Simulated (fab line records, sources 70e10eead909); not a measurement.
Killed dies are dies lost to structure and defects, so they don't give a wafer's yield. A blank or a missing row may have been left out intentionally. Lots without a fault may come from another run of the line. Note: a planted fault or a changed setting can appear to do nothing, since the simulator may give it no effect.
Matching of chambers + flow nand harc + 4 sister chambers for NHARC_A_STAIRCASE_CMP_152 on cmp-04
The step polishes. 8 wafers are shown with their chamber, then 11 later ones without.

== WAFERS PAIRED WITH THEIR CHAMBERS ==
| wafer  | chamber | motor current A (A) |
|--------|---------|---------------------|
| L084.2 | 3       | 12.2                |
| L091.2 | 1       | 12.9                |
| L091.3 | 3       | 11.5                |
| L091.4 | 2       | 11.8                |
| L093.1 | 1       | 12.1                |
| L093.3 | 0       | 14.3                |
| L093.4 | 2       | 12.2                |
| L092.2 | 0       | 13.8                |

== WAFERS MISSING THEIR CHAMBER ==
| wafer  | motor current A (A) |
|--------|---------------------|
| L092.3 | 12.4                |
| L092.4 | 11.6                |
| L095.1 | 11.8                |
| L095.2 | 12.4                |
| L095.5 | 11.8                |
| L094.1 | 12.9                |
| L094.3 | 11.9                |
| L094.6 | 12.4                |
| L097.2 | 13.6                |
| L097.3 | 13.1                |
| L097.4 | 12.0                |

== EACH ONE'S CHAMBER ==
| wafer  | from the rows above               | in truth |
|--------|-----------------------------------|----------|
| L092.3 | can't be placed: 1 or 2 or 3      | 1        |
| L092.4 | can't be placed: 3 or 2 or 1      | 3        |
| L095.1 | can't be placed: 3 or 2 or 1      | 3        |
| L095.2 | can't be placed: 1 or 2 or 3      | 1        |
| L095.5 | can't be placed: 3 or 2 or 1      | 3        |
| L094.1 | can't be placed: 1 or 2 or 3 or 0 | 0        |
| L094.3 | can't be placed: 3 or 2 or 1      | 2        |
| L094.6 | can't be placed: 1 or 2 or 3      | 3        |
| L097.2 | can't be placed: 0 or 1           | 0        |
| L097.3 | can't be placed: 1 or 0 or 2 or 3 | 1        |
| L097.4 | can't be placed: 2 or 3 or 1      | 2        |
0 of 11 placed correctly. Unplaceable from these rows: 11, with the true chamber sitting among the candidates in 11. 0 placed wrongly.
How it was worked out, from the rows above alone: a wafer's distance from a chamber is the root of the sum, over the readings, of the square of ((its reading less the chamber's mean) divided by the reading's scatter). The wafer belongs to the nearest chamber; if the next one is less than 2 further off, it can't be placed. A chamber's mean is the mean of its shown wafers. The scatter: take each reading less its chamber's mean, square it, sum over the shown wafers, divide by the number of wafers less the number of chambers, and take the root.
